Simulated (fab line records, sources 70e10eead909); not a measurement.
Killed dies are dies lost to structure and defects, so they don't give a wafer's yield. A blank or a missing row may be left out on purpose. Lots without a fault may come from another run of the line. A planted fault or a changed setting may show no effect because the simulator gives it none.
fab line records | flow nand_harc
record lots=7 wafers=21 last_day=33
route steps=1302 shown P_M1@290 END@1302
lots that met no fault: from a run of the same line without faults
start_h: hours from the record's first day to the start of the lot's first wafer shown | wait_h: hours since the lot's step before | " the same as in the row above | L1.1+2: a row that stands for several wafers | - no value, or no start given | * or withheld: withheld | < > ~ a bound
route shown NAME@n: a module of which the file shows steps, and the number in the route of the first | usual: mean/standard deviation of fault-free wafers | same: alike in all rows | chamber/n: place in a boat | sites: the reading at each site | _std_site: their standard deviation | _edge_site: outer sites' mean less inner sites' | radius_mm: how far each site lies from the wafer's centre | mask NAME#n: copy n | behind: the tool/chamber that last shaped the wafer | hold: why the lot was held/for how many hours/how that ended | device: the transistor (n, p or np) that didn't switch | end of line: the same wafers' tests at the end of the route | a step without rows: its recipe alone | killed: dies lost to structure and defects at the first sort, not the wafer's yield | map: a wafer's dies, x killed, . not, _ none there
set.NAME: the setting as run; set.NAME@STEP: as run at that earlier step | model.NAME: the simulator's own value behind a step, which no gauge read
lots at some steps of the route; a table a step, a row a wafer
services: from which hour (start_h, from the record's first day; less than 0 if before it) a tool's chamber was out of use, for how many hours, and why
## steps
# step NHARC_P_M1_SOFTBAKE_04
# recipe temp_c=105 time_s=55
# step NHARC_P_M1_EBR_05
# step NHARC_P_M1_EXPOSE_06
# recipe na=1.35 target_cd_nm=130 dose_mj=81.88 mask_id=P_M1
# step NHARC_P_M1_PEB_07
# recipe peb_temp_c=100 peb_time_s=65
# step NHARC_P_M1_DEVELOP_08
# recipe develop_time_s=35 dev_temp_c=23
# step NHARC_P_M1_CD_MEAS_09
# recipe target_cd_nm=130 landing_energy_ev=500
# usual cd_nm=129.3/0.67
# columns lot.wafer tool chamber start_h wait_h cd_nm
L741.2 cd_sem-01 0 191.76 - 128.8
L741.4 " 0 " " 129.2
L741.6 " 0 " " 129.7
L745.1 cd_sem-03 0 231.71 - 129.6
L745.3 " 0 " " 129.0
L745.4 " 0 " " 128.7
L746.3 cd_sem-03 0 243.19 - 128.2
L746.5 " 0 " " 128.3
L746.6 " 0 " " 128.1
L747.1 cd_sem-02 0 253.50 - 130.0
L747.2 " 0 " " 129.3
L747.4 " 0 " " 129.0
L748.1 cd_sem-02 0 273.62 - 128.7
L748.2 " 0 " " 129.3
L748.6 " 0 " " 129.5
L754.4 cd_sem-03 0 325.75 - 130.0
L754.5 " 0 " " 129.7
L754.6 " 0 " " 130.2
L757.1 cd_sem-01 0 352.12 - 130.1
L757.4 " 0 " " 130.4
L757.6 " 0 " " 129.5
# step NHARC_P_M1_OVL_MEAS_10
# recipe pitch_nm=260
# usual overlay_x_nm=0.0/0.79 overlay_y_nm=0.2/0.83
# columns lot.wafer tool chamber start_h wait_h overlay_x_nm overlay_y_nm
L741.2 overlay-01 - 191.85 - -0.3 0.9
L741.4 " - " " 1.1 0.8
L741.6 " - " " 0.7 0.9
L745.1 overlay-01 - 231.80 - 0.6 0.4
L745.3 " - " " 0.9 0.0
L745.4 " - " " 1.3 0.3
L746.3 overlay-01 - 243.27 - 0.8 1.0
L746.5 " - " " 0.3 0.0
L746.6 " - " " 0.6 1.0
L747.1 overlay-01 - 253.59 - 0.2 0.5
L747.2 " - " " 0.2 0.1
L747.4 " - " " 0.1 0.5
L748.1 overlay-02 - 273.71 - -0.4 0.7
L748.2 " - " " -0.4 0.5
L748.6 " - " " 0.6 0.5
L754.4 overlay-02 - 325.84 - -0.8 0.2
L754.5 " - " " -1.1 0.0
L754.6 " - " " -0.9 0.0
L757.1 overlay-02 - 352.21 - -2.0 -1.7
L757.4 " - " " -1.3 -0.8
L757.6 " - " " -1.5 -1.7
# step NHARC_P_M1_INSPECT_11
# usual raw_defect_count=4.7/2.8
# columns lot.wafer tool chamber start_h wait_h raw_defect_count
L741.2 defect_inspect-01 - 191.88 0.0 1
L741.4 " - " " 4
L741.6 " - " " 2
L745.1 defect_inspect-01 - 231.84 0.0 2
L745.3 " - " " 3
L745.4 " - " " 3
L746.3 defect_inspect-02 - 243.31 0.0 2
L746.5 " - " " 4
L746.6 " - " " 2
L747.1 defect_inspect-01 - 253.63 0.0 13
L747.2 " - " " 6
L747.4 " - " " 9
L748.1 defect_inspect-02 - 273.75 0.0 5
L748.2 " - " " 6
L748.6 " - " " 3
L754.4 defect_inspect-01 - 325.87 0.0 4
L754.5 " - " " 3
L754.6 " - " " 3
L757.1 defect_inspect-01 - 352.25 0.0 4
L757.4 " - " " 4
L757.6 " - " " 3
# step NHARC_P_M1_DESCUM_14
# recipe time_s=3 o2_flow_sccm=200 ar_flow_sccm=0 bias_power_w=0 chemistry=O2
# usual drypump_motor_current_A=5.8/0.44 oes_product_au=0.993/0.0084 rf_vpp_V=57.6/0.81 showerhead_plenum_p_Torr=1.87/0.064 throttle_valve_pct=11.310/0.011
# columns lot.wafer tool chamber start_h wait_h drypump_motor_current_A oes_product_au rf_hours_counter_h rf_vpp_V showerhead_plenum_p_Torr throttle_valve_pct
L741.2 rie_diel-06 0 191.94 0.1 6.3 1.005 5 57.4 1.85 11.304
L741.4 " 1 " " 6.0 0.994 5 57.3 1.77 11.313
L741.6 " 1 " " 5.9 0.997 - 55.7 1.77 11.323
L745.1 rie_diel-06 0 231.90 0.1 6.2 0.994 8 57.4 1.85 11.307
L745.3 " 1 " " 6.0 0.991 8 57.8 1.77 11.340
L745.4 " 2 " " 6.0 0.987 8 56.6 1.93 11.303
L746.3 rie_diel-13 0 243.37 0.1 5.8 0.983 5 56.2 1.83 11.325
L746.5 " 0 " " 5.8 0.989 - 56.7 1.83 11.325
L746.6 " 2 " " 6.2 1.006 - 56.3 1.81 11.305
L747.2 rie_diel-13 0 253.69 0.1 5.7 0.986 5 57.2 1.83 11.309
L747.4 " 1 " " 5.0 1.005 6 57.4 1.88 11.312
L747.1 " 2 " " 6.2 1.001 6 57.6 1.81 11.298
L748.1 rie_diel-06 3 273.81 0.1 5.3 0.984 12 59.1 1.92 11.323
L748.2 " 1 " " 6.0 0.992 11 57.2 1.77 11.296
L748.6 " 0 " " 6.3 0.990 - 57.5 1.85 11.297
L754.4 rie_diel-13 0 325.96 0.1 5.7 0.978 10 56.7 1.83 11.310
L754.5 " 1 " " 5.0 0.990 - 57.8 1.88 11.307
L754.6 " 2 " " 6.1 0.984 - 58.5 1.81 11.313
L757.1 rie_diel-06 1 352.31 0.1 5.9 1.003 3 55.6 1.77 11.299
L757.4 " 3 " " 5.3 0.988 4 57.8 1.92 11.314
L757.6 " 2 " " 6.0 1.004 - 58.1 1.93 11.308
# step NHARC_P_M1_ETCH_35
# recipe target_depth_a=400 overetch_a=120 time_s=43.94 ion_energy_ev=200 n2_flow_sccm=150 h2_flow_sccm=150 ar_flow_sccm=0 rf_w=400 bias_w=150 chemistry=N2/H2
# usual drypump_motor_current_A=5.7/0.45 oes_product_au=0.993/0.0081 rf_vpp_V=429.4/1.9 showerhead_plenum_p_Torr=2.00/0.066 throttle_valve_pct=14.172/0.0093
# columns lot.wafer tool chamber start_h wait_h drypump_motor_current_A oes_product_au rf_hours_counter_h rf_vpp_V showerhead_plenum_p_Torr throttle_valve_pct
L741.2 rie_diel-06 2 192.03 0.1 6.0 0.990 5 432.0 2.06 14.177
L741.4 " 3 " " 5.3 0.993 5 432.6 2.05 14.183
L741.6 " 3 " " 5.3 0.995 - 430.6 2.05 14.165
L745.3 rie_diel-06 1 231.99 0.1 6.0 1.005 8 425.9 1.89 14.173
L745.1 " 2 " " 6.0 0.996 8 432.8 2.06 14.166
L745.4 " 3 " " 5.3 0.994 9 429.6 2.05 14.182
L746.3 rie_diel-13 2 243.48 0.1 6.2 0.999 5 426.5 1.93 14.156
L746.6 " 1 " " 5.0 0.984 - 429.1 2.00 14.164
L746.5 " 2 " " 6.2 0.995 - 426.2 1.93 14.163
L747.2 rie_diel-13 1 253.78 0.1 5.0 0.995 6 428.7 2.00 14.165
L747.1 " 2 " " 6.2 1.001 6 428.2 1.93 14.173
L747.4 " 3 " " 5.1 0.992 5 430.8 2.02 14.171
L748.1 rie_diel-06 3 273.89 0.1 5.3 0.981 12 429.0 2.05 14.168
L748.2 " 0 " " 6.2 0.985 12 429.7 1.97 14.158
L748.6 " 0 " " 6.2 0.992 - 429.2 1.97 14.153
L754.4 rie_diel-13 1 326.02 0.1 5.0 0.997 12 427.9 2.00 14.164
L754.5 " 0 " " 5.7 0.998 - 429.1 1.95 14.175
L754.6 " 1 " " 5.0 0.996 - 430.0 2.00 14.173
L757.4 rie_diel-06 2 352.39 0.1 6.0 0.996 4 432.5 2.06 14.180
L757.1 " 1 " " 6.0 1.004 3 425.4 1.88 14.181
L757.6 " 2 " " 6.0 0.992 - 431.3 2.06 14.182
# step NHARC_P_M1_ETCH_15
# recipe target_depth_a=1825 time_s=91.2 c4f8_flow_sccm=withheld ar_flow_sccm=400 rf_w=600 bias_w=300 chemistry=C4F8/Ar
# usual oes_product_au=0.954/0.019 rf_vpp_V=439.4/2.2
# columns lot.wafer tool chamber start_h wait_h oes_product_au rf_hours_counter_h rf_vpp_V
L741.4 rie_diel-06 3 - - 0.965 5 439.8
L741.2 " 0 " " 0.956 5 437.8
L741.6 " 1 " " 0.959 - 435.9
L745.1 rie_diel-06 1 - - 0.923 8 437.1
L745.3 " 2 " " 0.917 8 441.2
L745.4 " 0 " " 0.922 9 438.4
L746.3 rie_diel-13 1 - - 0.956 5 439.0
L746.6 " 2 " " 0.963 - 436.7
L746.5 " 1 " " 0.963 - 440.1
L747.4 rie_diel-13 2 - - 0.969 6 438.5
L747.2 " 3 " " 0.964 5 442.0
L747.1 " 1 " " 0.961 6 440.2
L748.1 rie_diel-06 1 - - 0.978 11 437.1
L748.2 " 2 " " 0.936 11 442.1
L748.6 " 2 " " 0.938 - 442.4
L754.4 rie_diel-13 0 - - 0.957 10 439.1
L754.6 " 0 " " 0.954 - 437.9
L754.5 " 1 " " 0.945 - 438.9
L757.4 rie_diel-06 2 - - 0.973 4 442.4
L757.1 " 3 " " 0.975 4 440.7
L757.6 " 0 " " 0.978 - 438.3
# step NHARC_P_M1_CD_MEAS_16
# usual cd_nm=129.3/0.8
# columns lot.wafer tool chamber start_h wait_h cd_nm
L741.2 cd_sem-01 - 192.25 - 129.6
L741.4 " - " " 129.4
L741.6 " - " " 129.3
L745.1 cd_sem-01 - 232.20 - 129.3
L745.3 " - " " 129.7
L745.4 " - " " 129.7
L746.3 cd_sem-01 - 243.72 - 129.1
L746.5 " - " " 128.7
L746.6 " - " " 128.8
L747.1 cd_sem-01 - 253.99 - 130.6
L747.2 " - " " 129.0
L747.4 " - " " 128.9
L748.1 cd_sem-01 - 274.11 - 128.5
L748.2 " - " " 129.4
L748.6 " - " " 129.7
L754.4 cd_sem-01 - 326.24 - 129.7
L754.5 " - " " 129.9
L754.6 " - " " 129.7
L757.1 cd_sem-03 - 352.61 - 130.2
L757.4 " - " " 129.6
L757.6 " - " " 129.3
# step NHARC_P_M1_STRIP_18
# recipe power_w=1000 n2_flow_sccm=150 h2_flow_sccm=150 ar_flow_sccm=0 bias_w=0 chemistry=N2/H2
# usual bias_w=0/0 chamber_pressure_mTorr=30.002/0.026 drypump_motor_current_A=5.7/0.48 oes_product_au=0.995/0.0083 rf_vpp_V=90.5/0.86 showerhead_plenum_p_Torr=1.99/0.062 throttle_valve_pct=14.171/0.0095
# columns lot.wafer tool chamber start_h wait_h bias_w chamber_pressure_mTorr drypump_motor_current_A oes_product_au rf_hours_counter_h rf_vpp_V showerhead_plenum_p_Torr throttle_valve_pct
L741.4 rie_diel-13 0 192.34 0.1 0 30.019 5.7 0.989 2 90.9 1.95 14.180
L741.2 " 1 " " 0 29.946 5.0 0.978 2 91.1 2.01 14.166
L741.6 " 0 " " 0 30.073 5.7 0.988 - 88.8 1.95 14.159
L745.4 rie_diel-13 2 232.29 0.1 - - - - - - - -
L745.3 " 0 " " - - - - - - - -
L745.1 " 1 " " - - - - - - - -
L746.3 rie_diel-06 3 243.79 0.1 - - - - - - - -
L746.5 " 3 " " - - - - - - - -
L746.6 " 0 " " - - - - - - - -
L747.2 rie_diel-13 1 254.07 0.1 - - - - - - - -
L747.4 " 2 " " - - - - - - - -
L747.1 " 0 " " - - - - - - - -
L748.1 rie_diel-13 1 274.18 0.1 0 29.980 5.0 0.995 8 90.2 2.00 14.182
L748.2 " 2 " " 0 30.028 6.2 0.983 8 90.7 1.93 14.165
L748.6 " 1 " " 0 29.999 5.0 0.993 - 90.9 2.00 14.188
L754.4 rie_diel-13 2 326.31 0.1 0 30.004 6.1 0.994 11 90.6 1.92 14.159
L754.6 " 2 " " 0 30.045 6.2 0.992 - 89.3 1.92 14.148
L754.5 " 3 " " 0 30.017 5.1 1.012 - 91.2 2.02 14.152
L757.1 rie_diel-13 2 352.69 0.1 0 30.008 6.2 0.993 0 88.5 1.92 14.167
L757.4 " 2 " " 0 30.003 6.2 0.993 - 90.5 1.92 14.178
L757.6 " 1 " " 0 29.943 5.0 0.991 - 90.7 2.00 14.162
# step NHARC_P_M1_ETCH_28
# recipe target_depth_a=300 over_etch_frac=0.3 time_s=72.99 ion_energy_ev=150 cf4_flow_sccm=50 n2_flow_sccm=100 ar_flow_sccm=150 rf_w=300 bias_w=100 chemistry=CF4/N2
# usual cf4_flow_sccm=50.01/0.14 drypump_motor_current_A=5.7/0.47 oes_product_au=0.994/0.0077 rf_vpp_V=313.2/1.6 showerhead_plenum_p_Torr=2.56/0.074 throttle_valve_pct=19.794/0.0089
# columns lot.wafer tool chamber start_h wait_h cf4_flow_sccm drypump_motor_current_A oes_product_au rf_hours_counter_h rf_vpp_V showerhead_plenum_p_Torr throttle_valve_pct
L741.2 rie_diel-13 3 - - 50.06 5.1 1.001 1 313.6 2.60 19.783
L741.4 " 1 " " 49.84 5.0 0.995 2 314.4 2.59 19.786
L741.6 " 2 " " 49.99 6.2 0.995 - 311.4 2.49 19.793
L745.3 rie_diel-13 1 232.53 0.2 50.05 5.0 0.994 5 315.1 2.58 19.796
L745.4 " 2 " " 50.03 6.2 1.002 5 312.3 2.49 19.800
L745.1 " 0 " " 50.05 5.8 0.983 4 311.8 2.52 19.803
L746.3 rie_diel-06 0 244.03 0.2 49.78 6.2 1.001 10 313.1 2.54 19.800
L746.5 " 0 " " 50.01 6.2 0.994 - 312.2 2.54 19.812
L746.6 " 1 " " 50.04 6.0 0.992 - 312.1 2.44 19.797
L747.2 rie_diel-13 3 254.31 0.2 50.08 5.1 1.004 5 313.0 2.60 19.796
L747.1 " 0 " " 50.13 5.8 0.987 5 312.3 2.52 19.814
L747.4 " 1 " " 49.95 5.0 1.007 7 313.0 2.58 19.779
L748.1 rie_diel-13 3 - - 49.69 5.1 0.994 6 314.5 2.60 19.781
L748.2 " 0 " " 49.87 5.8 0.993 6 314.0 2.52 19.792
L748.6 " 2 " " 49.91 6.2 0.993 - 312.9 2.49 19.781
L754.4 rie_diel-13 0 - - 50.23 5.7 1.006 10 312.7 2.52 19.788
L754.5 " 3 " " 50.10 5.1 0.997 - 313.7 2.60 19.804
L754.6 " 0 " " 50.16 5.7 0.999 - 312.8 2.52 19.780
L757.1 rie_diel-13 3 - - 49.95 5.1 0.984 0 314.2 2.60 19.781
L757.6 " 2 " " 50.15 6.2 0.993 - 312.5 2.49 19.795
L757.4 " 3 " " 49.92 5.1 0.988 - 313.6 2.60 19.800
# step NHARC_END_SORT_01
# recipe temp_c=25
# usual defect_limited_yield=91/3 killed_at_array=54/21 killed_at_other=1.0/1.2 killed_at_periphery=3.6/2.6 killed_dies=58/20 killed_open=3.3/1.9 killed_short=2.6/1.5 sort_bin_2_pct=3.1/1.4 sort_bin_3_pct=0.6/0.37 sort_bin_4_pct=4.9/1.6 sort_n_pass=619/20 sort_rim_yield_pct=91/4.3 sort_yield_pct=91/3
# same gross_dies=677 sort_bin_5_pct[%]=0 sort_bin_6_pct[%]=0 sort_bin_7_pct[%]=0 sort_bin_8_pct[%]=0 sort_rim_n_gross=106.00
# columns lot.wafer tool chamber start_h wait_h hold defect_limited_yield[%] killed_at_array killed_at_other killed_at_periphery killed_dies killed_open killed_short sort_bin_2_pct[%] sort_bin_3_pct[%] sort_bin_4_pct[%] sort_n_pass sort_rim_yield_pct[%] sort_yield_pct[%]
L741.2 prober-01 0 635.54 2.8 - 91 59 0 0 59 1 1 4.7 0.6 3.4 618 99 91
L741.4 prober-01 0 637.14 3.4 - 90 65 0 1 66 4 2 2.7 0.7 6.4 611 97 90
L741.6 prober-01 0 638.75 4.0 - 89 76 0 1 77 2 1 4.6 0.4 6.4 600 92 89
L747.1 prober-01 0 687.50 2.6 await_dispo/1.7h/scrap 3 29 0 625 654 4 1 92.9 0 3.7 23 0 3
L747.2 prober-01 0 688.30 2.8 await_dispo/1.7h/scrap 4 27 0 622 649 1 1 92.0 0.3 3.5 28 15 4
L747.4 prober-01 0 689.90 3.4 await_dispo/1.7h/scrap 5 38 0 603 641 2 3 90.1 0.3 4.3 36 0 5
L746.3 prober-02 0 689.03 3.1 await_dispo/5.6h/scrap 5 18 1 625 644 0 3 93.5 0.1 1.5 33 1 5
L746.5 prober-02 0 690.65 3.7 await_dispo/5.6h/scrap 5 21 0 625 646 4 3 92.9 0 2.5 31 5 5
L746.6 prober-02 0 691.46 4.0 await_dispo/5.6h/scrap 4 22 1 629 652 5 2 93.2 0.1 3.0 25 16 4
L748.1 prober-01 0 729.03 2.5 - 90 68 0 3 71 3 1 4.4 0.6 5.5 606 90 90
L748.2 prober-01 0 729.82 2.8 - 87 80 0 9 89 4 4 4.3 1.0 7.8 588 91 87
L748.6 prober-01 0 732.99 4.0 - 91 58 1 1 60 1 3 4.0 0.7 4.1 617 88 91
L754.4 prober-02 0 767.39 3.4 - 90 67 0 0 67 6 2 3.1 0.4 6.4 610 86 90
L754.5 prober-02 0 768.19 3.7 - 92 51 0 0 51 1 1 2.5 0.7 4.3 626 88 92
L754.6 prober-02 0 768.99 4.0 - 92 50 2 2 54 4 0 2.4 0.3 5.3 623 88 92
L757.1 prober-02 0 788.25 2.5 - 91 56 0 5 61 1 5 4.0 0.6 4.4 616 87 91
L757.4 prober-02 0 790.67 3.4 - 91 57 1 1 59 3 1 3.0 0.7 5.0 618 86 91
L757.6 prober-02 0 792.28 4.0 - 88 77 1 4 82 2 4 4.3 0.7 7.1 595 81 88
# killed by level:class
L741.2 A_CHANNEL_HOLE_D2:chamber_film_flake=24 A_CHANNEL_HOLE_D1:chamber_film_flake=20 A_DECK1_JOINT:chamber_film_flake=5 A_BONDPAD:chamber_film_flake=3 A_CONTACT:chamber_film_flake=2 A_CHANNEL_FILL_D2:geometric_particle:short=1 A_BLC:geometric_particle:open=1 A_CHANNEL_FILL_D1:chamber_film_flake=1
L741.4 A_CHANNEL_HOLE_D2:chamber_film_flake=27 A_CHANNEL_HOLE_D1:chamber_film_flake=20 A_BONDPAD:chamber_film_flake=3 A_ZERO_WELL:chamber_film_flake=2 A_SLIT:chamber_film_flake=2 A_CHANNEL_HOLE_D1:geometric_particle:short=1 A_DECK1_JOINT:geometric_particle:open=1 A_WL_FILL:geometric_particle:open=1
L741.6 A_CHANNEL_HOLE_D1:chamber_film_flake=35 A_CHANNEL_HOLE_D2:chamber_film_flake=31 A_BONDPAD:chamber_film_flake=3 A_STAIRCASE:chamber_film_flake=2 P_M0:geometric_particle:open=1 A_CHANNEL_FILL_D2:geometric_particle:open=1 A_M1:geometric_particle:short=1 A_CHANNEL_FILL_D1:chamber_film_flake=1
L747.1 P_M1:area_strip=614 A_CHANNEL_HOLE_D1:chamber_film_flake=8 P_GATE:chamber_film_flake=6 A_CONTACT:chamber_film_flake=6 A_CHANNEL_FILL_D2:chamber_film_flake=3 A_STAIRCASE:chamber_film_flake=3 A_SLIT:chamber_film_flake=3 A_M0:geometric_particle:open=2
L747.2 P_M1:area_strip=616 A_STAIRCASE:chamber_film_flake=9 A_CHANNEL_HOLE_D1:chamber_film_flake=6 A_SLIT:chamber_film_flake=5 P_GATE:chamber_film_flake=4 A_CONTACT:chamber_film_flake=3 P_M0:geometric_particle:open=1 A_ONON_D2:geometric_particle:short=1
L746.3 P_M1:area_strip=624 A_CHANNEL_HOLE_D1:chamber_film_flake=6 A_WL_FILL:chamber_film_flake=5 A_CHANNEL_FILL_D2:chamber_film_flake=2 A_DECK1_JOINT:geometric_particle:short=1 A_ONON_D2:geometric_particle:short=1 A_M0:geometric_particle:short=1 P_GATE:chamber_film_flake=1
L747.4 P_M1:area_strip=596 A_CHANNEL_HOLE_D1:chamber_film_flake=11 A_SLIT:chamber_film_flake=6 P_GATE:chamber_film_flake=5 A_CHANNEL_FILL_D2:chamber_film_flake=4 A_CONTACT:chamber_film_flake=4 A_ZERO_WELL:chamber_film_flake=3 A_CHANNEL_FILL_D1:chamber_film_flake=3
L746.5 P_M1:area_strip=621 A_CHANNEL_HOLE_D1:chamber_film_flake=5 A_WL_FILL:chamber_film_flake=4 A_STAIRCASE:chamber_film_flake=3 A_ONON_D1:geometric_particle:short=2 A_SLIT:chamber_film_flake=2 P_GATE:geometric_particle:open=1 P_M0:geometric_particle:open=1
L746.6 P_M1:area_strip=628 A_CHANNEL_HOLE_D1:chamber_film_flake=6 A_WL_FILL:chamber_film_flake=5 A_ONON_D2:geometric_particle:open=2 A_SLIT:chamber_film_flake=2 P_M1:geometric_particle:short=1 A_CHANNEL_HOLE_D2:geometric_particle:short=1 A_CHANNEL_FILL_D2:geometric_particle:open=1
L748.1 A_CHANNEL_HOLE_D1:chamber_film_flake=29 A_SLIT:chamber_film_flake=25 A_CONTACT:chamber_film_flake=6 A_CHANNEL_HOLE_D2:chamber_film_flake=3 P_CONTACT:chamber_film_flake=2 A_ONON_D1:geometric_particle:open=1 A_CHANNEL_FILL_D1:geometric_particle:open=1 A_CHANNEL_FILL_D2:geometric_particle:open=1
L748.2 A_CHANNEL_HOLE_D1:chamber_film_flake=32 A_SLIT:chamber_film_flake=20 A_CHANNEL_HOLE_D2:chamber_film_flake=8 A_CONTACT:chamber_film_flake=6 P_BONDPAD:chamber_film_flake=5 A_CHANNEL_FILL_D1:chamber_film_flake=4 A_CHANNEL_FILL_D1:geometric_particle:short=2 P_CONTACT:chamber_film_flake=2
L748.6 A_CHANNEL_HOLE_D1:chamber_film_flake=24 A_SLIT:chamber_film_flake=17 A_CHANNEL_HOLE_D2:chamber_film_flake=5 A_CONTACT:chamber_film_flake=5 A_CHANNEL_FILL_D1:chamber_film_flake=3 A_CHANNEL_FILL_D2:geometric_particle:short=2 P_CONTACT:geometric_particle:short=1 A_DECK1_JOINT:geometric_particle:open=1
L754.4 A_SLIT:chamber_film_flake=34 A_CONTACT:chamber_film_flake=13 A_CHANNEL_HOLE_D1:chamber_film_flake=10 A_CHANNEL_FILL_D2:geometric_particle:open=2 A_ONON_D1:geometric_particle:open=1 A_ONON_D2:geometric_particle:open=1 A_CHANNEL_HOLE_D2:geometric_particle:open=1 A_CHANNEL_HOLE_D2:geometric_particle:short=1
L754.5 A_SLIT:chamber_film_flake=30 A_CHANNEL_HOLE_D1:chamber_film_flake=7 A_CONTACT:chamber_film_flake=7 A_STAIRCASE:chamber_film_flake=3 A_DECK1_JOINT:chamber_film_flake=2 A_ONON_D1:geometric_particle:short=1 A_ONON_D1:geometric_particle:open=1
L754.6 A_SLIT:chamber_film_flake=19 A_CHANNEL_HOLE_D1:chamber_film_flake=11 A_CONTACT:chamber_film_flake=10 THIN_TSV:chamber_film_flake=2 A_SOURCE_PLATE:geometric_particle:open=1 A_CHANNEL_HOLE_D1:geometric_particle:open=1 A_ONON_D2:geometric_particle:open=1 A_M0:geometric_particle:open=1
L757.1 A_CHANNEL_HOLE_D1:chamber_film_flake=19 A_SLIT:chamber_film_flake=12 A_CHANNEL_HOLE_D2:chamber_film_flake=10 A_CONTACT:chamber_film_flake=8 P_GATE:geometric_particle:short=2 A_DECK1_JOINT:chamber_film_flake=2 A_CHANNEL_FILL_D1:geometric_particle:short=1 A_CHANNEL_FILL_D1:geometric_particle:open=1
L757.4 A_CHANNEL_HOLE_D2:chamber_film_flake=20 A_CHANNEL_HOLE_D1:chamber_film_flake=15 A_SLIT:chamber_film_flake=10 A_CONTACT:chamber_film_flake=6 A_DECK1_JOINT:geometric_particle:open=2 A_ONON_D1:geometric_particle:open=1 A_CHANNEL_FILL_D2:geometric_particle:short=1 P_ZERO_WELL:chamber_film_flake=1
L757.6 A_CHANNEL_HOLE_D2:chamber_film_flake=25 A_SLIT:chamber_film_flake=20 A_CHANNEL_HOLE_D1:chamber_film_flake=13 A_CONTACT:chamber_film_flake=13 A_ONON_D1:geometric_particle:short=2 P_M1:chamber_film_flake=2 A_STAIRCASE:chamber_film_flake=2 P_GATE:geometric_particle:open=1
# map L746.6 (x killed, . not)
____________x____________
_________xxxxx.._________
_______..xx.xxxxxx_______
______xx.xxxxx.xx.x______
_____.xxxxxxxxxxxxxx_____
____.xxxxxxxxxxxxxxxx____
____xx.xxxxxxxxxxxxxx____
___.xxxxxxxxxxxxxxxxxx___
___xxxxxxxxxxxxxxxxxxx___
__xxxxxxxxxxxxxxxxxxxxx__
__.xxxxxxxxxxxxxxxxxxxx__
_xxxxxxxxxxxxxxxxxxxxxxx_
_..xxxxxxxxxxxxxxxxxxxx._
_..xxxxxxxxxxxxxxxxxxxxx_
_xxxxxxxxxxxxxxxxxxxxxxx_
_xxxxxxxxxxxxxxxxxxxxxxx_
xxxxxxxxxxxxxxxxxxxxxxxxx
xxxxxxxxxxxxxxxxxxxxxxxxx
x.xxxxxxxxxxxxxxxxxxxxxxx
.xxxxxxxxxxxxxxxxxxxxxxx.
.xxxxxxxxxxxxxxxxxxxxxxx.
_.xxxxxxxxxxxxxxxxxxxxxx_
_xxxxxxxxxxxxxxxxxxxxxxx_
_xxxxxxxxxxxxxxxxxxxxxxx_
_xxxxxxxxxxxxxxxxxxxxxxx_
_xxxxxxxxxxxxxxxxxxxxxxx_
__xxxxxxxxxxxxxxxxxxxxx__
__xxxxxxxxxxxxxxxxxxxxx__
___xxxxxxxxxxxxxxxx.xx___
___xxxxxxxxxxxxxxxxxxx___
____xxxxxxxxxxxxxxxxx____
____xxxxxxxxxxxxxxxxx____
_____xxxxxxxxxxxxxxx_____
______xxxxxxxxxxxxx______
_______xxxxxxxxxxx_______
_________xxxxxxx_________
____________x____________
# map L747.1 (x killed, . not)
____________x____________
_________xxxxxxx_________
_______xxxxxxxxxxx_______
______xxxxxxxxxxxxx______
_____xxxxxxxxxxxxxxx_____
____xxxxxxxxxxxxxxxxx____
____xxxxxxxxxxxxxxxxx____
___xxxxxxxxx.xxxxxxxxx___
___xxxxxxxxxx.xxxxxxxx___
__xxxxxxxxxxxxxxxxxxxxx__
__xxxxxx.xxxx.x.xxxxxxx__
_xxxxxxxxxxxxxxxxxxxxxxx_
_xxxxxx..x.xxxxxxxxxxxxx_
_xxxxxxxxxxxx.xxxxxxxxxx_
_xxxxxx.xxxxxxx.xxxxxxxx_
_xxxxxxxxxxxx.xxxxxxxxxx_
xxxxxxxxx.xx.xxxxxxxxxxxx
xxxxxxxx.xxxxxxxxxxxxxxxx
xxxxxxx.xxxx.xx.xxxxxxxxx
xxxxx.xxxxxxxxxxxxxxxxxxx
xxxxxxxxx.xxxx.xxxxxxxxxx
_xxxxxxxxxxxxxxxxxxxxxxx_
_xxxxxxxxxxxxxxxxxxxxxxx_
_xxxxxxxxxxxxxxxxxxxxxxx_
_xxxxxxxxxxxxxxxxxxxxxxx_
_xxxxxxxxxxxxxxxxxxxxxxx_
__xxxxxxxxx..xxxxxxxxxx__
__xxxxxxxxxxxxxxxxxxxxx__
___xxxxxxxxxxxxxxxxxxx___
___xxxxxxxxxxxxxxxxxxx___
____xxxxxxxxxxxxxxxxx____
____xxxxxxxxxxxxxxxxx____
_____xxxxxxxxxxxxxxx_____
______xxxxxxxxxxxxx______
_______xxxxxxxxxxx_______
_________xxxxxxx_________
____________x____________
## services
# columns tool chamber start_h hours kind
rie_diel-13 0 174.00 - clean
rie_diel-13 1 174.00 - clean
rie_diel-13 2 174.00 - clean
rie_diel-13 3 174.00 - clean
rie_diel-13 0 198.50 - clean
rie_diel-13 1 198.50 - clean
rie_diel-13 2 198.50 - clean
rie_diel-13 3 198.50 - clean
rie_diel-13 0 205.88 2.7 repair
rie_diel-13 3 212.98 2.3 repair
rie_diel-13 0 223.03 - clean
rie_diel-13 1 223.03 - clean
rie_diel-13 2 223.03 - clean
rie_diel-13 3 223.03 - clean
rie_diel-13 3 236.75 9.1 repair
rie_diel-13 0 247.53 - clean
rie_diel-13 1 247.53 - clean
rie_diel-13 2 247.53 - clean
rie_diel-13 3 247.53 - clean
rie_diel-06 2 262.08 8.7 repair
rie_diel-13 0 272.03 - clean
rie_diel-06 - 307.20 9.0 pm
rie_diel-06 1 322.10 6.5 repair
rie_diel-13 - 342.00 9.0 pm
## key
first_sign step=NHARC_P_M1_STRIP_18 reading=tool_record direction=missing
effect step=NHARC_END_SORT_01 reading=killed_at_periphery direction=up sigmas=99+ usual=3.6 struck=621.5
more_kills_born_at NHARC_P_M1_STRIP_18@rie_diel-06=1873 NHARC_P_M1_STRIP_18@rie_diel-13=1826
met_at NHARC_P_M1_STRIP_18
struck_wafers L745.1,L745.3,L745.4,L746.3,L746.5,L746.6,L747.1,L747.2,L747.4
later_rows_left_out L745.1,L745.3,L745.4,L746.3,L746.5,L746.6,L747.1,L747.2,L747.4
sort_left_out L745.1,L745.3,L745.4
onset_between 192.34 232.29
fault kind=skipped_step_whole tool=rie_diel-06,rie_diel-13 chamber=- onset_h=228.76 steps=NHARC_P_M1_STRIP_18 scope=struck_lots_only
# sort_left_out: the simulated sort isn't trusted on such a fault, so these wafers' sort isn't shown, and their yield isn't known
# later_rows_left_out: the simulator's readings of these wafers behind a module that went badly wrong aren't trusted and aren't shown, but for the sort
